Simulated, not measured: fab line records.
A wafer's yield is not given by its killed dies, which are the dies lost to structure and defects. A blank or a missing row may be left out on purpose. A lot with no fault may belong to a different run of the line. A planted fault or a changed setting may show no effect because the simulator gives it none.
A single fault, viewed from 3 desks -- flow n5_finfet -- only its own numbers are on each desk; what lay behind them is given at the end

== METROLOGY DESK ==
Means of the sampled wafers that have a number, per lot and without regard to the tool the lot ran on: this is what the gauges read. Marked OUT: a lot whose mean sits more than 4 standard deviations from the usual mean, which makes it out of limits; the brackets give that distance.
Columns: A = cd_nm at N5_MOL_CONTACT_COAG_CD_MEAS_08, usual 27.94 nm; B = CA_OVL at N5_MOL_CONTACT_COAG_OVL_MEAS_09, usual 0.3 nm
lot,first seen here,A,B
L906,day 4 22:35,28.06,0.5
L907,day 5 06:56,28.18,0.9
L914,day 7 02:32,27.89,0.6
L915,day 7 04:41,27.74,-0.5
L927,day 10 06:46,28.18,1.0
L928,day 10 11:18,28.08,0.9
This desk found nothing out of limits on any of the 6 lots.

== THE TOOL OWNER'S DESK: rie_diel-04 ==
The tool's own readings at N5_MOL_CONTACT_COAG_ETCH_110 (etches Si in CF4/O2, target depth 2.5 nm, time 8 s): means of the sampled wafers that have a number, for each lot that ran on this tool. Marked OUT: a lot whose mean sits more than 4 standard deviations from the usual mean, which makes it out of limits; the brackets give that distance.
Columns: A = bias_w at N5_MOL_CONTACT_COAG_ETCH_110, usual 12.00 W; B = chamber_pressure_mTorr at N5_MOL_CONTACT_COAG_ETCH_110, usual 100.01 mTorr; C = drypump_motor_current_A at N5_MOL_CONTACT_COAG_ETCH_110, usual 5.9 A; D = oes_product_au at N5_MOL_CONTACT_COAG_ETCH_110, usual 0.79 a.u.; E = rf_vpp_V at N5_MOL_CONTACT_COAG_ETCH_110, usual 127.7 V; F = showerhead_plenum_p_Torr at N5_MOL_CONTACT_COAG_ETCH_110, usual 2.23 Torr; G = throttle_valve_pct at N5_MOL_CONTACT_COAG_ETCH_110, usual 10.8 %
lot,first seen here,A,B,C,D,E,F,G
L907,day 5 07:20,12.00,100.06,5.7,0.77,127.8,2.19,11.0
L927,day 10 07:32,12.02,100.02,5.9,0.73,126.8,2.20,10.7
L928,day 10 11:50,12.00,100.00,5.4,0.69,127.6,2.21,10.9
This desk found nothing out of limits on any of the 3 lots.

== THE DEFECT DESK ==
Inspection counts along the route, by lot: the mean over sampled wafers that carry a number. Marked OUT: a lot whose mean sits more than 4 standard deviations from the usual mean, which makes it out of limits; the brackets give that distance.
Columns: A = raw_defect_count at N5_MOL_CONTACT_COAG_INSPECT_10, usual 76
lot,first seen here,A
L906,day 4 22:40,128
L907,day 5 07:02,80
L914,day 7 02:37,105
L915,day 7 04:46,42
L927,day 10 06:51,76
L928,day 10 11:23,68
This desk found nothing out of limits on any of the 6 lots.

== BROUGHT TOGETHER ==
Nothing out of limits was seen by the metrology desk.
The desk of the tool owner found nothing out of limits.
No out-of-limits result turned up at the defect desk.

== WHAT WAS PUT IN BY THE SIMULATOR ==
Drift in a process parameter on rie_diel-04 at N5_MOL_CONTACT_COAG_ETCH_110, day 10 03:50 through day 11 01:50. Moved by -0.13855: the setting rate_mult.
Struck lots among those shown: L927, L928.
